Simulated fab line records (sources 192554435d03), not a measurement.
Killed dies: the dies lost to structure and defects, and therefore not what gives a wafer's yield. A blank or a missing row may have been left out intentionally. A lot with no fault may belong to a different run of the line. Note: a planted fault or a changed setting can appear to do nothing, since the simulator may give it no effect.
Split-lot trial    flow n5_finfet    route with 1938 steps; 7 lots, 21 wafers read

== ABOUT THE SPLIT ==
At N5_BEOL_M6_VIA_ETCH_34 (etches SiCOH lowk in C4F6/O2, target depth 126.3 nm, time 50.9 s), the setting time_s was moved away from the recipe's 50.9 s on 7 of the 21 wafers read, by -13.8% to +12.6%. The other wafers ran this setting at the recipe's value.

The reading comes from the split's own step.

== THE READING ==
SOC_of_BEOL_M6_COAT_63.thk_nm (the simulator's own value, which no gauge read), in nm, at N5_BEOL_M6_VIA_ETCH_34 (etches SiCOH lowk in C4F6/O2, target depth 126.3 nm, time 50.9 s). There is no usual value for it anywhere in the file. The 14 wafers here that ran the recipe average 53.9 nm, standard deviation 0.21 nm.

wafer   tool, chamber at the split  time_s as run, s  against the recipe  SOC_of_BEOL_M6_COAT_63.thk_nm, nm  against lot-mates on the recipe
L075.2  rie_diel-04, 1              43.88             -13.8%              55                                 +0.7
L075.3  rie_diel-04, 0              50.9              recipe              54.4                               -
L075.4  rie_diel-04, 3              50.9              recipe              54.2                               -
L077.3  rie_diel-01, 2              50.9              recipe              53.8                               -
L077.4  rie_diel-01, 0              50.9              recipe              54                                 -
L077.6  rie_diel-01, 1              50.9              recipe              54                                 -
L080.3  rie_diel-03, 1              57.3              +12.6%              53                                 -0.8
L080.4  rie_diel-03, 0              57.3              +12.6%              53.2                               -0.6
L080.6  rie_diel-03, 1              50.9              recipe              53.8                               -
L084.1  rie_diel-01, 2              44.86             -11.9%              54.4                               +0.8
L084.3  rie_diel-01, 3              44.86             -11.9%              54.4                               +0.8
L084.5  rie_diel-01, 2              50.9              recipe              53.6                               -
L092.1  rie_diel-03, 2              50.9              recipe              53.8                               -
L092.3  rie_diel-03, 1              54.64             +7.3%               53.6                               -0.2
L092.6  rie_diel-03, 2              54.64             +7.3%               53.4                               -0.4
L096.2  rie_diel-03, 1              50.9              recipe              54                                 -
L096.3  rie_diel-03, 2              50.9              recipe              54                                 -
L096.4  rie_diel-03, 0              50.9              recipe              54                                 -
L095.1  rie_diel-03, 2              50.9              recipe              53.6                               -
L095.3  rie_diel-03, 1              50.9              recipe              53.8                               -
L095.6  rie_diel-03, 0              50.9              recipe              54                                 -

THE FIT
A straight line over all 21 wafers: SOC_of_BEOL_M6_COAT_63.thk_nm changes by -0.0592 nm for each +1% of time_s; r = -0.89; the points scatter about the line by 0.21 nm.
The same after taking each lot's own level away (the mean of its wafers on the recipe; 21 wafers): -0.0566 nm for each +1%; r = -0.96; scatter 0.11 nm.
That fit puts the effect of the largest move of time_s on the reading at 0.78 nm.
Measured against the standard deviation above, the lots' own levels, which go from 53.60 to 54.30 nm, span 3.4 times it.
Consequently the slope shifts little with the lot-to-lot level, the two slopes agreeing.
Check: with one of the wafers moved furthest among these (-13.8%) left out of the fit, the line predicts +0.837 nm for it against its lot-mates. Against them it came out at +0.7 nm.

== OTHER SPLITS APPLIED TO THESE WAFERS ==
Note: prior to the reading, these wafers also went through further splits. Each is held against what the fit with the lots' levels taken away leaves over:
other split on the same wafers   wafers away from the commonest value  r with SOC_of_BEOL_M6_COAT_63.thk_nm (lot level and that fit taken away)
N5_BEOL_M4_VIA_ETCH_34 source_w  10                                    +0.27
N5_BEOL_M5_COAT_74 spin_rpm      6                                     +0.05
N5_BEOL_M5_EXPOSE_25 dose_mj     6                                     -0.13

== THE WHOLE CHAIN: every reading that the file lists as answering this split, in the file's order ==
step                    what it does                                                      reading                                                                         change (the file's fit)                 r (the file's)
N5_BEOL_M6_VIA_ETCH_34  etches SiCOH lowk in C4F6/O2, target depth 126.3 nm, time 50.9 s  etch.depth_nm (the simulator's own value, which no gauge read)                  +1.14 nm for each +1% of the setting    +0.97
N5_BEOL_M6_VIA_ETCH_34  etches SiCOH lowk in C4F6/O2, target depth 126.3 nm, time 50.9 s  SOC_of_BEOL_M6_COAT_63.thk_nm (the simulator's own value, which no gauge read)  -0.0555 nm for each +1% of the setting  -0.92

== THE FILE'S OWN FIT ==
SOC_of_BEOL_M6_COAT_63.thk_nm changes by -0.0555 nm for each +1% of time_s, r = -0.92.
